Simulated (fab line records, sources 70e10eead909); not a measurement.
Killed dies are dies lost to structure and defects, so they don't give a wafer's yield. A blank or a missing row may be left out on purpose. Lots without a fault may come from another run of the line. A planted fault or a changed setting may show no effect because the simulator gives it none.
Which tool did it? | flow nand_harc | 24 lots, 72 wafers sampled, at 6 steps of a route of 1159

WHAT THE GAUGES READ, wafer by wafer
The record holds no reading of a measuring or inspecting step that can be judged against a usual standard deviation.

WHICH TOOL RAN EACH LOT (tool, then ch and the chambers of the sampled wafers, then the start)
lot  | NHARC_A_STAIRCASE_ETCH_203                    | NHARC_A_STAIRCASE_ETCH_223                    | NHARC_A_STAIRCASE_TRIM_233                    | NHARC_A_STAIRCASE_DEP_259       | NHARC_A_STAIRCASE_ETCH_294     | NHARC_A_STAIRCASE_ETCH_453
L074 | rie_diel-05 ch 0,2,3, day 11 16:01 or earlier | rie_diel-04 ch 0,1,2, day 11 16:01 or earlier | rie_diel-04 ch 2,3, day 11 16:01 or earlier   | pecvd-03 ch 0,2, day 11 16:01   | rie_diel-04 ch 1,2,3, no start | rie_diel-06 ch 1,2,3, no start
L076 | rie_diel-04 ch 1,3, day 11 19:46 or earlier   | rie_diel-06 ch 1,2,3, day 11 19:46 or earlier | rie_diel-05 ch 2,3, day 11 19:46 or earlier   | pecvd-03 ch 0,2, day 11 19:46   | rie_diel-05 ch 1,2,3, no start | rie_diel-06 ch 0,1, no start
L075 | rie_diel-04 ch 0,1,3, day 11 21:38 or earlier | rie_diel-06 ch 2,3, day 11 21:38 or earlier   | rie_diel-05 ch 0,1,3, day 11 21:38 or earlier | pecvd-03 ch 1,2, day 11 21:38   | rie_diel-05 ch 0,2,3, no start | rie_diel-06 ch 0,2, no start
L079 | rie_diel-05 ch 0,2, day 12 04:58 or earlier   | rie_diel-05 ch 1,2,3, day 12 04:58 or earlier | rie_diel-06 ch 1,2, day 12 04:58 or earlier   | pecvd-04 ch 0,1,2, day 12 04:58 | rie_diel-05 ch 0,1,3, no start | rie_diel-05 ch 0,2, no start
L077 | rie_diel-06 ch 2,3, day 12 03:08 or earlier   | rie_diel-04 ch 1,3, day 12 03:08 or earlier   | rie_diel-04 ch 2,3, day 12 03:08 or earlier   | pecvd-03 ch 0,1, day 12 03:08   | rie_diel-04 ch 0,1, no start   | rie_diel-06 ch 0,1,3, no start
L078 | rie_diel-06 ch 0,1,3, day 12 13:59 or earlier | rie_diel-06 ch 0,1,3, day 12 13:59 or earlier | rie_diel-05 ch 0,2,3, day 12 13:59 or earlier | pecvd-03 ch 0,1,2, day 12 13:59 | rie_diel-06 ch 0,2,3, no start | rie_diel-06 ch 0,1,2, no start
L080 | rie_diel-06 ch 1,2,3, day 12 16:58 or earlier | rie_diel-05 ch 0,1, day 12 16:58 or earlier   | rie_diel-05 ch 0,1, day 12 16:58 or earlier   | pecvd-04 ch 0,1,2, day 12 16:58 | rie_diel-06 ch 0,2,3, no start | rie_diel-05 ch 1,2, no start
L081 | rie_diel-05 ch 0,3, day 13 01:13 or earlier   | rie_diel-05 ch 0,1,2, day 13 01:13 or earlier | rie_diel-06 ch 0,1, day 13 01:13              | pecvd-04 ch 1,2, day 13 06:07   | rie_diel-06 ch 0,3, no start   | rie_diel-05 ch 0,1, no start
L084 | rie_diel-06 ch 0,2,3, day 13 14:24 or earlier | rie_diel-06 ch 1,2,3, day 13 14:24 or earlier | rie_diel-05 ch 0,1,3, day 13 14:24 or earlier | pecvd-02 ch 0,2, day 13 14:24   | rie_diel-06 ch 1,2,3, no start | rie_diel-05 ch 0,1,2, no start
L082 | rie_diel-05 ch 1,2,3, day 13 16:10 or earlier | rie_diel-05 ch 0,3, day 13 16:10 or earlier   | rie_diel-05 ch 1,2,3, day 13 16:10 or earlier | pecvd-04 ch 0,1, day 13 16:10   | rie_diel-05 ch 0,1,2, no start | rie_diel-06 ch 0,2, no start
L083 | rie_diel-05 ch 0,1, day 13 22:52 or earlier   | rie_diel-06 ch 0,1,3, day 13 22:52 or earlier | rie_diel-05 ch 1,2,3, day 13 22:52 or earlier | pecvd-02 ch 0,1,2, day 13 22:52 | rie_diel-05 ch 2,3, no start   | rie_diel-05 ch 1,2,3, no start
L086 | rie_diel-04 ch 1,3, day 14 10:28 or earlier   | rie_diel-05 ch 1,2,3, day 14 10:28 or earlier | rie_diel-05 ch 0,1,2, day 14 10:28 or earlier | pecvd-04 ch 1,2, day 14 10:28   | rie_diel-05 ch 0,2, no start   | rie_diel-05 ch 0,1,2, no start
L088 | rie_diel-05 ch 1,2,3, day 14 11:41 or earlier | rie_diel-06 ch 0,1, day 14 11:41 or earlier   | rie_diel-04 ch 0,1,3, day 14 11:41 or earlier | pecvd-04 ch 0,1,2, day 14 11:41 | rie_diel-04 ch 0,1, no start   | rie_diel-05 ch 1,2, no start
L087 | rie_diel-06 ch 1,2, day 14 15:52 or earlier   | rie_diel-06 ch 0,1,2, day 14 15:52 or earlier | rie_diel-05 ch 0,1, day 14 15:52 or earlier   | pecvd-02 ch 1,2, day 14 15:52   | rie_diel-06 ch 0,1,3, no start | rie_diel-05 ch 0,2,3, no start
L085 | rie_diel-04 ch 0,1,2, day 15 01:11 or earlier | rie_diel-04 ch 0,1,3, day 15 01:11 or earlier | rie_diel-04 ch 0,1,2, day 15 01:11 or earlier | pecvd-03 ch 0,1,2, day 15 01:11 | rie_diel-06 ch 1,2,3, no start | rie_diel-06 ch 0,1,2, no start
L089 | rie_diel-04 ch 1,2,3, day 15 05:47 or earlier | rie_diel-04 ch 0,3, day 15 05:47 or earlier   | rie_diel-06 ch 0,3, day 15 05:47 or earlier   | pecvd-03 ch 1,2, day 15 05:47   | rie_diel-04 ch 0,1, no start   | rie_diel-04 ch 0,1,2, no start
L091 | rie_diel-05 ch 2,3, day 15 10:26 or earlier   | rie_diel-05 ch 0,1,2, day 15 10:26 or earlier | rie_diel-04 ch 1,2, day 15 10:26 or earlier   | pecvd-03 ch 0,1, day 15 10:26   | rie_diel-04 ch 0,1,2, no start | rie_diel-05 ch 0,2, no start
L090 | rie_diel-04 ch 0,2,3, day 15 12:50 or earlier | rie_diel-04 ch 0,3, day 15 12:50 or earlier   | rie_diel-04 ch 0,2,3, day 15 12:50 or earlier | pecvd-03 ch 0,1, day 15 12:50   | rie_diel-05 ch 0,3, no start   | rie_diel-05 ch 0,1,2, no start
L093 | rie_diel-05 ch 1,2,3, day 16 02:44 or earlier | rie_diel-04 ch 0,2, day 16 02:44 or earlier   | rie_diel-04 ch 1,2, day 16 02:44 or earlier   | pecvd-04 ch 0,1, day 16 02:44   | rie_diel-05 ch 1,2, no start   | rie_diel-04 ch 0,2,3, no start
L092 | rie_diel-06 ch 0,3, day 16 03:50 or earlier   | rie_diel-06 ch 1,2,3, day 16 03:50 or earlier | rie_diel-06 ch 0,1,2, day 16 03:50 or earlier | pecvd-04 ch 1,2, day 16 03:50   | rie_diel-06 ch 0,1,3, no start | rie_diel-05 ch 0,1,2, no start
L094 | rie_diel-05 ch 0,2,3, day 16 08:26 or earlier | rie_diel-05 ch 1,2,3, day 16 08:26 or earlier | rie_diel-05 ch 0,1,3, day 16 08:26 or earlier | pecvd-03 ch 1,2, day 16 08:26   | rie_diel-06 ch 1,2,3, no start | rie_diel-04 ch 0,3, no start
L097 | rie_diel-04 ch 1,2,3, day 16 23:49 or earlier | rie_diel-05 ch 2,3, day 16 23:49 or earlier   | rie_diel-04 ch 1,3, day 16 23:49 or earlier   | pecvd-02 ch 0,2, day 16 23:49   | rie_diel-05 ch 1,2,3, no start | rie_diel-05 ch 1,2, no start
L095 | rie_diel-04 ch 0,1,2, day 17 05:58 or earlier | rie_diel-05 ch 1,2,3, day 17 05:58 or earlier | rie_diel-04 ch 0,2, day 17 05:58 or earlier   | pecvd-02 ch 0,2, day 17 05:58   | rie_diel-06 ch 0,1, no start   | rie_diel-05 ch 1,3, no start
L096 | rie_diel-06 ch 2,3, day 17 12:13 or earlier   | rie_diel-04 ch 1,2, day 17 12:13 or earlier   | rie_diel-04 ch 0,1,2, day 17 12:13 or earlier | pecvd-04 ch 1,2, day 17 12:13   | rie_diel-06 ch 0,1,2, no start | rie_diel-04 ch 0,3, no start
- NHARC_A_STAIRCASE_ETCH_203: etches the open film in C4F8/O2, target depth 100 nm, time 40.5 s.
- NHARC_A_STAIRCASE_ETCH_223: etches the open film in C4F8/O2, target depth 100 nm, time 40.5 s.
- NHARC_A_STAIRCASE_TRIM_233: chemistry O2, time 211.2 s.
- NHARC_A_STAIRCASE_DEP_259: deposits SiON, target thk 30 nm.
- NHARC_A_STAIRCASE_ETCH_294: etches the open film in C4F8/O2/Ar, target depth 4992 nm, time 1212.4 s.
- NHARC_A_STAIRCASE_ETCH_453: etches the open film in CF4/O2, target depth 30 nm, overetch 3 nm, time 16.5 s.

WHAT THE TOOLS THEMSELVES READ (means of the sampled wafers that have a number; where no wafer has one, the mark that the record gives instead)
NHARC_A_STAIRCASE_ETCH_203.
lot  | tool        | oes_product_au (a.u.) | rf_vpp_V (V)
L074 | rie_diel-05 | 0.948                 | 897
L076 | rie_diel-04 | 0.926                 | 898
L075 | rie_diel-04 | 0.950                 | 898
L079 | rie_diel-05 | 0.949                 | 890
L077 | rie_diel-06 | 0.949                 | 896
L078 | rie_diel-06 | 0.945                 | 893
L080 | rie_diel-06 | 0.944                 | 894
L081 | rie_diel-05 | 0.943                 | 900
L084 | rie_diel-06 | 0.948                 | 893
L082 | rie_diel-05 | 0.917                 | 896
L083 | rie_diel-05 | 0.952                 | 889
L086 | rie_diel-04 | 0.927                 | 897
L088 | rie_diel-05 | 0.943                 | 895
L087 | rie_diel-06 | 0.956                 | 890
L085 | rie_diel-04 | 0.937                 | 898
L089 | rie_diel-04 | 0.935                 | 900
L091 | rie_diel-05 | 0.939                 | 898
L090 | rie_diel-04 | 0.946                 | 901
L093 | rie_diel-05 | 0.936                 | 895
L092 | rie_diel-06 | 0.947                 | 895
L094 | rie_diel-05 | 0.947                 | 896
L097 | rie_diel-04 | 0.935                 | 899
L095 | rie_diel-04 | 0.945                 | 899
L096 | rie_diel-06 | 0.930                 | 892

NHARC_A_STAIRCASE_ETCH_223.
lot  | tool        | oes_product_au (a.u.) | rf_vpp_V (V)
L074 | rie_diel-04 | 0.938                 | 899
L076 | rie_diel-06 | 0.949                 | 893
L075 | rie_diel-06 | 0.965                 | 896
L079 | rie_diel-05 | 0.935                 | 897
L077 | rie_diel-04 | 0.928                 | 896
L078 | rie_diel-06 | 0.947                 | 892
L080 | rie_diel-05 | 0.931                 | 889
L081 | rie_diel-05 | 0.941                 | 891
L084 | rie_diel-06 | 0.934                 | 893
L082 | rie_diel-05 | 0.936                 | 893
L083 | rie_diel-06 | 0.939                 | 893
L086 | rie_diel-05 | 0.938                 | 896
L088 | rie_diel-06 | 0.946                 | 888
L087 | rie_diel-06 | 0.934                 | 888
L085 | rie_diel-04 | 0.926                 | 897
L089 | rie_diel-04 | 0.937                 | 900
L091 | rie_diel-05 | 0.935                 | 891
L090 | rie_diel-04 | 0.940                 | 900
L093 | rie_diel-04 | 0.944                 | 901
L092 | rie_diel-06 | 0.943                 | 892
L094 | rie_diel-05 | 0.944                 | 896
L097 | rie_diel-05 | 0.942                 | 901
L095 | rie_diel-05 | 0.953                 | 896
L096 | rie_diel-04 | 0.930                 | 900

NHARC_A_STAIRCASE_TRIM_233.
lot  | tool        | drypump_motor_current_A (A) | oes_product_au (a.u.) | rf_vpp_V (V) | showerhead_plenum_p_Torr (Torr) | throttle_valve_pct (%)
L074 | rie_diel-04 | 5.86                        | 0.996                 | 58.5         | 3.69                            | 17.040
L076 | rie_diel-05 | 5.66                        | 1.007                 | 58.2         | 3.70                            | 17.039
L075 | rie_diel-05 | 5.75                        | 1.002                 | 58.3         | 3.50                            | 17.026
L079 | rie_diel-06 | 5.89                        | 1.009                 | 56.6         | 3.34                            | 17.032
L077 | rie_diel-04 | 5.87                        | 0.998                 | 57.9         | 3.69                            | 17.029
L078 | rie_diel-05 | 5.64                        | 1.003                 | 58.2         | 3.54                            | 17.031
L080 | rie_diel-05 | 5.73                        | 0.999                 | 57.4         | 3.34                            | 17.049
L081 | rie_diel-06 | 5.99                        | 1.005                 | 56.6         | 3.33                            | 17.032
L084 | rie_diel-05 | 5.76                        | 1.003                 | 57.8         | 3.49                            | 17.038
L082 | rie_diel-05 | 5.62                        | 0.994                 | 58.0         | 3.55                            | 17.041
L083 | rie_diel-05 | 5.63                        | 0.999                 | 57.6         | 3.54                            | 17.033
L086 | rie_diel-05 | 5.60                        | 0.994                 | 58.3         | 3.39                            | 17.041
L088 | rie_diel-04 | 5.72                        | 0.984                 | 56.4         | 3.58                            | 17.037
L087 | rie_diel-05 | 5.74                        | 0.988                 | 57.6         | 3.34                            | 17.035
L085 | rie_diel-04 | 5.61                        | 0.998                 | 58.2         | 3.62                            | 17.039
L089 | rie_diel-06 | 5.69                        | 1.004                 | 58.0         | 3.52                            | 17.035
L091 | rie_diel-04 | 5.59                        | 1.010                 | 57.7         | 3.67                            | 17.035
L090 | rie_diel-04 | 5.78                        | 0.992                 | 58.4         | 3.67                            | 17.038
L093 | rie_diel-04 | 5.56                        | 1.004                 | 58.2         | 3.66                            | 17.039
L092 | rie_diel-06 | 5.84                        | 0.989                 | 58.0         | 3.31                            | 17.032
L094 | rie_diel-05 | 5.76                        | 1.015                 | 57.6         | 3.48                            | 17.038
L097 | rie_diel-04 | 5.83                        | 0.992                 | 58.5         | 3.57                            | 17.036
L095 | rie_diel-04 | 5.68                        | 0.996                 | 56.9         | 3.65                            | 17.043
L096 | rie_diel-04 | 5.61                        | 0.992                 | 58.7         | 3.61                            | 17.041

NHARC_A_STAIRCASE_DEP_259.
lot  | tool     | heater_power_w (W)
L074 | pecvd-03 | 687
L076 | pecvd-03 | 763
L075 | pecvd-03 | 795
L079 | pecvd-04 | 715
L077 | pecvd-03 | 794
L078 | pecvd-03 | 753
L080 | pecvd-04 | 693
L081 | pecvd-04 | 686
L084 | pecvd-02 | 891
L082 | pecvd-04 | 753
L083 | pecvd-02 | 825
L086 | pecvd-04 | 640
L088 | pecvd-04 | 725
L087 | pecvd-02 | 797
L085 | pecvd-03 | 739
L089 | pecvd-03 | 792
L091 | pecvd-03 | 766
L090 | pecvd-03 | 705
L093 | pecvd-04 | 800
L092 | pecvd-04 | 652
L094 | pecvd-03 | 821
L097 | pecvd-02 | 917
L095 | pecvd-02 | 918
L096 | pecvd-04 | 663

NHARC_A_STAIRCASE_ETCH_294.
lot  | tool        | oes_product_au (a.u.) | rf_vpp_V (V)
L074 | rie_diel-04 | 0.946                 | 1835
L076 | rie_diel-05 | 0.929                 | 1828
L075 | rie_diel-05 | 0.941                 | 1827
L079 | rie_diel-05 | 0.917                 | 1823
L077 | rie_diel-04 | 0.924                 | 1826
L078 | rie_diel-06 | 0.932                 | 1819
L080 | rie_diel-06 | 0.931                 | 1819
L081 | rie_diel-06 | 0.931                 | 1827
L084 | rie_diel-06 | 0.931                 | 1821
L082 | rie_diel-05 | 0.924                 | 1817
L083 | rie_diel-05 | 0.938                 | 1831
L086 | rie_diel-05 | 0.931                 | 1820
L088 | rie_diel-04 | 0.920                 | 1829
L087 | rie_diel-06 | 0.931                 | 1818
L085 | rie_diel-06 | 0.933                 | 1820
L089 | rie_diel-04 | 0.941                 | 1830
L091 | rie_diel-04 | 0.937                 | 1833
L090 | rie_diel-05 | 0.942                 | 1821
L093 | rie_diel-05 | 0.948                 | 1816
L092 | rie_diel-06 | 0.948                 | 1818
L094 | rie_diel-06 | 0.932                 | 1819
L097 | rie_diel-05 | 0.934                 | 1827
L095 | rie_diel-06 | 0.932                 | 1810
L096 | rie_diel-06 | 0.927                 | 1810

NHARC_A_STAIRCASE_ETCH_453.
lot  | tool        | drypump_motor_current_A (A) | oes_product_au (a.u.) | rf_vpp_V (V) | showerhead_plenum_p_Torr (Torr) | throttle_valve_pct (%)
L074 | rie_diel-06 | 5.87                        | 1.006                 | 197.8        | 1.30                            | 13.400
L076 | rie_diel-06 | 5.80                        | 0.999                 | 196.2        | 1.25                            | 13.403
L075 | rie_diel-06 | 5.61                        | 1.005                 | 196.5        | 1.25                            | 13.394
L079 | rie_diel-05 | 5.48                        | 0.993                 | 196.7        | 1.30                            | 13.399
L077 | rie_diel-06 | 5.86                        | 1.003                 | 197.1        | 1.30                            | 13.406
L078 | rie_diel-06 | 5.81                        | 1.006                 | 196.0        | 1.26                            | 13.391
L080 | rie_diel-05 | 5.60                        | 0.993                 | 196.6        | 1.29                            | 13.399
L081 | rie_diel-05 | 5.71                        | 0.990                 | 196.3        | 1.26                            | 13.404
L084 | rie_diel-05 | 5.60                        | 0.995                 | 195.8        | 1.28                            | 13.391
L082 | rie_diel-06 | 5.67                        | 0.992                 | 196.3        | 1.25                            | 13.394
L083 | rie_diel-05 | 5.62                        | 0.995                 | 197.9        | 1.34                            | 13.396
L086 | rie_diel-05 | 5.59                        | 0.991                 | 196.8        | 1.28                            | 13.400
L088 | rie_diel-05 | 5.61                        | 0.988                 | 196.6        | 1.28                            | 13.392
L087 | rie_diel-05 | 5.62                        | 0.999                 | 198.2        | 1.33                            | 13.393
L085 | rie_diel-06 | 5.82                        | 0.993                 | 195.1        | 1.25                            | 13.391
L089 | rie_diel-04 | 5.60                        | 1.006                 | 197.7        | 1.37                            | 13.398
L091 | rie_diel-05 | 5.59                        | 0.997                 | 196.4        | 1.27                            | 13.407
L090 | rie_diel-05 | 5.59                        | 0.997                 | 197.3        | 1.28                            | 13.395
L093 | rie_diel-04 | 5.77                        | 0.997                 | 198.7        | 1.39                            | 13.396
L092 | rie_diel-05 | 5.58                        | 0.999                 | 197.5        | 1.28                            | 13.399
L094 | rie_diel-04 | 5.89                        | 0.991                 | 198.2        | 1.37                            | 13.393
L097 | rie_diel-05 | 5.60                        | 0.984                 | 197.5        | 1.28                            | 13.387
L095 | rie_diel-05 | 5.73                        | 1.002                 | 197.3        | 1.32                            | 13.406
L096 | rie_diel-04 | 5.86                        | 0.992                 | 199.0        | 1.37                            | 13.399

THE ANSWER, worked out from the rows above alone
Rule: what is usual is taken from the lots themselves. Put in order of their means at a reading, lots are off if they are a third of the lots or fewer, leave a main group of 4 or more, and stand apart from it by a gap of 3 or more times the standard deviation of the main group's means; of several such gaps the widest counts. A main group whose means are all the same, to the digits that the tables above print for the reading, isn't used. A lot without any number at a reading at which 4 lots or more have one is off too. The other lots that the step has rows for count as sound. The gauges are gone through in route order, then the tools' own readings, and for those a lot's mean is taken as printed above. The first step at which some lot is off is used, and at that step the reading that is off furthest; a lot without a number counts as furthest.
No lot is off at any reading shown: from this, nothing can be told.

WHAT THE SIMULATOR HAD PUT IN
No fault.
